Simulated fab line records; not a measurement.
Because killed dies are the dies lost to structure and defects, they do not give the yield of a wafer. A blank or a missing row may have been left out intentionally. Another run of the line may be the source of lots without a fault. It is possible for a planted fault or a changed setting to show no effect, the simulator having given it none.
What tool caused it? || flow n5 finfet || Sampling: 12 lots, 36 wafers, 2 of 1938 route steps

## WHAT THE GAUGES READ, wafer by wafer
N5_SDB_OVL_MEAS_12.
{"lot": "L075", "measured": "day 4 01:22", "on": "overlay-01", "SDB_OVL (nm)": "-1.0 -0.9 -1.2"}
{"lot": "L077", "measured": "day 4 17:52", "on": "overlay-01", "SDB_OVL (nm)": "-0.5 1.0 0.0"}
{"lot": "L079", "measured": "day 5 02:20", "on": "overlay-02", "SDB_OVL (nm)": "-2.2 -0.4 -0.8"}
{"lot": "L081", "measured": "day 5 19:32", "on": "overlay-02", "SDB_OVL (nm)": "0.2 -1.2 0.4"}
{"lot": "L083", "measured": "day 6 08:32", "on": "overlay-01", "SDB_OVL (nm)": "1.1 1.3 0.4"}
{"lot": "L087", "measured": "day 7 04:58", "on": "overlay-01", "SDB_OVL (nm)": "0.5 0.5 1.3"}
{"lot": "L086", "measured": "day 7 10:58", "on": "overlay-01", "SDB_OVL (nm)": "-1.4 -0.5 1.1"}
{"lot": "L089", "measured": "day 7 22:32", "on": "overlay-01", "SDB_OVL (nm)": "-0.5 0.5 0.3"}
{"lot": "L090", "measured": "day 8 04:47", "on": "overlay-01", "SDB_OVL (nm)": "0.6 -0.4 0.1"}
{"lot": "L093", "measured": "day 8 12:08", "on": "overlay-02", "SDB_OVL (nm)": "-0.2 0.2 0.6"}
{"lot": "L095", "measured": "day 8 23:08", "on": "overlay-02", "SDB_OVL (nm)": "-0.3 0.4 0.8"}
{"lot": "L097", "measured": "day 9 16:21", "on": "overlay-02", "SDB_OVL (nm)": "-0.6 0.6 0.8"}

## WHICH TOOL RAN EACH LOT (tool, then ch and the chambers of the sampled wafers, then the start)
{"lot": "L075", "N5_SD_EPI_N_ETCH_16": "rie diel-03 ch 2,3, day 3 09:16"}
{"lot": "L077", "N5_SD_EPI_N_ETCH_16": "rie diel-04 ch 1,2, day 3 19:59"}
{"lot": "L079", "N5_SD_EPI_N_ETCH_16": "rie diel-03 ch 0,3, day 4 08:22"}
{"lot": "L081", "N5_SD_EPI_N_ETCH_16": "rie diel-05 ch 0,1, day 4 22:28"}
{"lot": "L083", "N5_SD_EPI_N_ETCH_16": "rie diel-05 ch 1,2,3, day 5 15:57"}
{"lot": "L087", "N5_SD_EPI_N_ETCH_16": "rie diel-03 ch 0,1, day 6 13:50"}
{"lot": "L086", "N5_SD_EPI_N_ETCH_16": "rie diel-05 ch 0,2, day 6 19:39"}
{"lot": "L089", "N5_SD_EPI_N_ETCH_16": "rie diel-03 ch 0,2,3, day 7 06:02"}
{"lot": "L090", "N5_SD_EPI_N_ETCH_16": "rie diel-03 ch 0,2,3, day 7 10:45"}
{"lot": "L093", "N5_SD_EPI_N_ETCH_16": "rie diel-04 ch 0,1,2, day 7 19:27"}
{"lot": "L095", "N5_SD_EPI_N_ETCH_16": "rie diel-03 ch 2,3, day 8 06:35"}
{"lot": "L097", "N5_SD_EPI_N_ETCH_16": "rie diel-04 ch 0,1, day 8 22:28"}
- N5_SD_EPI_N_ETCH_16: etches SiO2 in CHF3/O2, target depth 5 nm.

## THE ANSWER, worked out from the rows above alone
Rule: the usual values come from the lots themselves. Put in order of their means at a reading, lots are off if they are a third of the lots or fewer, leave a main group of 4 or more, and stand apart from it by a gap of 3 or more times the standard deviation of the main group's means; of several such gaps the widest counts. The tables above print the reading to a certain number of digits; a main group whose means all agree to those digits is not used. A lot without any number at a reading at which 4 lots or more have one is off too. Any other lot the step has rows for is counted as sound.
Across all readings shown, no lot is off: no conclusion can be drawn from this.

## WHAT HAD BEEN PUT IN BY THE SIMULATOR
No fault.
